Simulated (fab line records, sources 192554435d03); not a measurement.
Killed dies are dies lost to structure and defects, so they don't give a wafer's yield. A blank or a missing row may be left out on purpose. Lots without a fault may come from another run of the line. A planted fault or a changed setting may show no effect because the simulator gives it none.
A struck lot beside a sound one | flow n5_finfet | 16 steps out of a route of 1938
Sound: wafers L139.2, L139.4, L139.5. Struck: wafers L147.1, L147.6. The cause comes at the end.
At each step with rows: each side's tool, then ch and its chambers, then its first start. Under that, the readings that differ: sound wafers | struck wafers | difference of the means | sigmas: that difference in standard deviations of wafers without a fault.
alike: readings whose means differ by less than 2 such deviations, and words and numbers that are the same on both sides. not compared: withheld readings, readings that some wafer has no value for, bounds like >300 that may hide the same value, and numbers for which the record gives no deviation and whose values overlap.
The two part at a step that has a row with sigmas, a row that says differs or no value, or rows on one side only. Numbers that don't overlap but have no deviation are shown without sigmas and don't part them. A reading that every wafer of one side lacks parts them only if that side has two wafers or more.

first, 2 steps without rows for these wafers: N5_BEOL_M1_SPUTTER_92 (material Cu, target thk 4.5 nm, time 8.29 s); N5_BEOL_M1_ANNEAL_93 (time 240 s).
N5_BEOL_M1_SPUTTER_94: material Cu, target thk 4.5 nm, time 8.29 s.
  sound on pvd_sputter-02, day 7 12:57; struck on pvd_sputter-01, day 8 23:10
  alike: chamber_pressure_pa, throttle_valve_pct
N5_BEOL_M1_ANNEAL_95: time 240 s.
  sound on pvd_sputter-02, day 7 13:02; struck on pvd_sputter-01, day 8 23:14
  alike: heater_power_w
N5_BEOL_M1_SPUTTER_96: material Cu, target thk 4.5 nm, time 8.29 s.
  sound on pvd_sputter-02, day 7 13:10; struck on pvd_sputter-01, day 8 23:23
  alike: chamber_pressure_pa, throttle_valve_pct
then, 1 step without rows for these wafers: N5_BEOL_M1_ECD_50 (material Cu, target thk 300 nm).
N5_BEOL_M1_ANNEAL_51: time 90 s.
  sound on rtp_anneal-01 ch 0, day 7 16:19; struck on rtp_anneal-01 ch 0, day 8 23:34
  reading          | sound                | struck        | difference | sigmas
  wafer_temp_C_max | 225.22 225.45 225.28 | 225.81 225.84 | +0.51      | +2
N5_BEOL_M1_CMP_52: polishes, stops on SiOC, t overpolish 6.8 s, target thk 40 nm.
  sound on cmp-03 ch 2,3, day 7 16:36; struck on cmp-03 ch 0,1, day 8 23:55
  alike: barrier_field_endpoint_s, clearing_platen_down_force_psi, edge_zone_pressure_frac, motor_current_A, overpolish_run_s, slurry_filter_dp_kPa, time_to_endpoint_s
N5_BEOL_M1_THK_MEAS_53: measures by xrf.
  sound on film_metro-02, day 7 16:52; struck on film_metro-01, day 9 00:10
  alike: M1_THK
then, 3 steps without rows for these wafers: N5_BEOL_M1_PRE_CLEAN_60 (time 15 s); N5_BEOL_M1_CO_CAP_55 (material Co, precursor CCTBA/H2, target thk 2 nm, time 102.1 s); N5_BEOL_M1_PRE_CLEAN_56 (time 15 s).
N5_BEOL_M1_DEP_57: deposits SiCN from 3MS/NH3, target thk 8 nm, time 14 s.
  sound on pecvd-01 ch 0,1, day 7 17:03; struck on pecvd-04 ch 0, day 9 00:22
  reading                                  | sound       | struck  | difference | sigmas
  showerhead_vpp_V (V)                     | 809 813 849 | 884 884 | +60        | +2
  model.SiCN_of_BEOL_M1_DEP_57.thk_nm (nm) | 7.8 8 8.2   | 6 6     | -2         |
  alike: showerhead_plenum_p_Torr, throttle_valve_pct
  not compared: since_wet_clean_h
N5_BEOL_M1_RS_MEAS_58: measures by four-point-probe.
  sound on film_metro-01, day 7 17:07; struck on film_metro-02, day 9 00:26
  alike: M1_RS
N5_BEOL_M4_RC_MEAS_101:
  sound on prober-02 ch 0, day 9 02:17; struck on prober-01 ch 0, day 10 16:18
  reading        | sound          | struck    | difference | sigmas
  IOFF_P (nA/um) | 0.27 0.21 0.22 | 0.18 0.15 | -0.07      | -2
  VT_P (mV)      | -245 -249 -247 | -256 -255 | -8         | -3
  alike: DIBL_N, DIBL_P, IOFF_N, ION_N, ION_P, SS_N, SS_P, VT_N
N5_PASSIVATION_PROBE_49:
  the record has rows for the sound wafers here (prober-01, day 13 15:03) and none for the struck ones

WHERE THEY PART
First at N5_BEOL_M1_ANNEAL_51; last, within this record, at N5_PASSIVATION_PROBE_49.

WHY: what the simulator had put in
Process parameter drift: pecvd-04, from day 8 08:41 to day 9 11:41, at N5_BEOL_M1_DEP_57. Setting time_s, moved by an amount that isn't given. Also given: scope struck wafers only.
